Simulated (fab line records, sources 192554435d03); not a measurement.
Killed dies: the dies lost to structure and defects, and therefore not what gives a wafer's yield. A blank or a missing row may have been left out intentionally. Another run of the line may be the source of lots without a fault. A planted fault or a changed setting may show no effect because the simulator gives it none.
Split-lot trial | flow n5-finfet | route with 1938 steps; 7 lots, 21 wafers read

== ON THE SPLIT ==
At N5_BEOL_M10_COAT_64 (time 60 s, resist thk 30 nm), the setting spin-rpm was moved away from the recipe's 1500 rpm on 9 of the 21 wafers read, by -10.4% to +6.3%. This setting was run at the recipe's value on the other wafers.

== FROM THE SPLIT TO THE READING: what the file shows between them, 4 steps ==
- N5_BEOL_M10_COAT_22: resist thk 90 nm
- N5_BEOL_M10_EBR_24
- N5_BEOL_M10_DESCUM_33: chemistry O2, time 7.9 s
- N5_BEOL_M10_ETCH_65: etches SiARC in CF4, target depth 39 nm, time 65 s

== THE READING ==
SiARC_of_BEOL_M10_COAT_64.thk-nm (the simulator's own value, which no gauge read), in nm, at N5_BEOL_M10_ETCH_66 (etches SOC in N2/H2, target depth 120 nm, overetch 24 nm, time 180 s). No usual value for it is given in the file. Average 22.8 nm, standard deviation 0.28 nm, over the 12 wafers here run with the recipe.

wafer  | tool, chamber at the split | spin-rpm as run, rpm | against the recipe | SiARC_of_BEOL_M10_COAT_64.thk-nm, nm | against lot-mates on the recipe
L077.1 | litho-track-03, 0          | 1500                 | recipe             | 22.2                                 | -
L077.4 | litho-track-03, 0          | 1500                 | recipe             | 22.8                                 | -
L077.5 | litho-track-03, 0          | 1500                 | recipe             | 22.8                                 | -
L081.1 | litho-track-04, 0          | 1500                 | recipe             | 23.2                                 | -
L081.3 | litho-track-04, 0          | 1344                 | -10.4%             | 24.6                                 | +1.5
L081.6 | litho-track-04, 0          | 1500                 | recipe             | 23                                   | -
L084.1 | litho-track-03, 0          | 1500                 | recipe             | 23.2                                 | -
L084.4 | litho-track-03, 0          | 1500                 | recipe             | 22.6                                 | -
L084.6 | litho-track-03, 0          | 1500                 | recipe             | 22.6                                 | -
L083.1 | litho-track-03, 0          | 1500                 | recipe             | 22.6                                 | -
L083.2 | litho-track-03, 0          | 1560                 | +4.0%              | 22.4                                 | -0.2
L083.4 | litho-track-03, 0          | 1560                 | +4.0%              | 22                                   | -0.6
L089.3 | litho-track-04, 0          | 1595                 | +6.3%              | 21.8                                 | no lot-mate on the recipe
L089.4 | litho-track-04, 0          | 1595                 | +6.3%              | 21.8                                 | no lot-mate on the recipe
L089.5 | litho-track-04, 0          | 1595                 | +6.3%              | 21.4                                 | no lot-mate on the recipe
L093.1 | litho-track-02, 0          | 1500                 | recipe             | 22.4                                 | -
L093.5 | litho-track-02, 0          | 1500                 | recipe             | 22.8                                 | -
L093.6 | litho-track-02, 0          | 1383                 | -7.8%              | 24.4                                 | +1.8
L095.4 | litho-track-03, 0          | 1390                 | -7.3%              | 23.6                                 | +0.8
L095.5 | litho-track-03, 0          | 1500                 | recipe             | 22.8                                 | -
L095.6 | litho-track-03, 0          | 1390                 | -7.3%              | 23.8                                 | +1.0

FIT RESULTS
A straight line over all 21 wafers: SiARC_of_BEOL_M10_COAT_64.thk-nm changes by -0.166 nm for each +1% of spin-rpm; r = -0.94; the points scatter about the line by 0.28 nm.
The same after taking each lot's own level away (the mean of its wafers on the recipe; 18 wafers): -0.146 nm for each +1%; r = -0.91; scatter 0.28 nm.
According to that fit, moving spin-rpm by its largest amount changes the reading by 1.5 nm.
From 22.60 to 23.10 nm: that is the span of the lots' own levels, equal to 1.8 times the standard deviation above.
So the lot-to-lot level changes the slope: the two fits differ.
Check: with one of the wafers moved furthest among these (-10.4%) left out of the fit, the line predicts +1.59 nm for it against its lot-mates. It came out at +1.5 nm against them.

== OTHER SPLITS ON THESE WAFERS ==
Note: prior to the reading, these wafers also went through further splits. Each is held against what the fit with the lots' levels taken away leaves over:
other split on the same wafers   | wafers away from the commonest value | r with SiARC_of_BEOL_M10_COAT_64.thk-nm (lot level and that fit taken away)
N5_BEOL_M9_TRENCH_ETCH_37 time-s | 3                                    | -0.16

== THE WHOLE CHAIN: every reading that the file lists as answering this split, in the file's order ==
step                | what it does                                                         | reading                                                                             | change (the file's fit)               | r (the file's)
N5_BEOL_M10_COAT_64 | time 60 s, resist thk 30 nm                                          | SiARC_of_BEOL_M10_COAT_64.thk-nm (the simulator's own value, which no gauge read)   | -0.168 nm for each +1% of the setting | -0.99
N5_BEOL_M10_ETCH_65 | etches SiARC in CF4, target depth 39 nm, time 65 s                   | CAR-ArF_of_BEOL_M10_COAT_22.thk-nm (the simulator's own value, which no gauge read) | +0.137 nm for each +1% of the setting | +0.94
N5_BEOL_M10_ETCH_65 | etches SiARC in CF4, target depth 39 nm, time 65 s                   | etch.depth-nm (the simulator's own value, which no gauge read)                      | -0.159 nm for each +1% of the setting | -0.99
N5_BEOL_M10_ETCH_66 | etches SOC in N2/H2, target depth 120 nm, overetch 24 nm, time 180 s | SiARC_of_BEOL_M10_COAT_64.thk-nm (the simulator's own value, which no gauge read)   | -0.158 nm for each +1% of the setting | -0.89

== THE FILE'S OWN FIT ==
SiARC_of_BEOL_M10_COAT_64.thk-nm changes by -0.158 nm for each +1% of spin-rpm, r = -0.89.
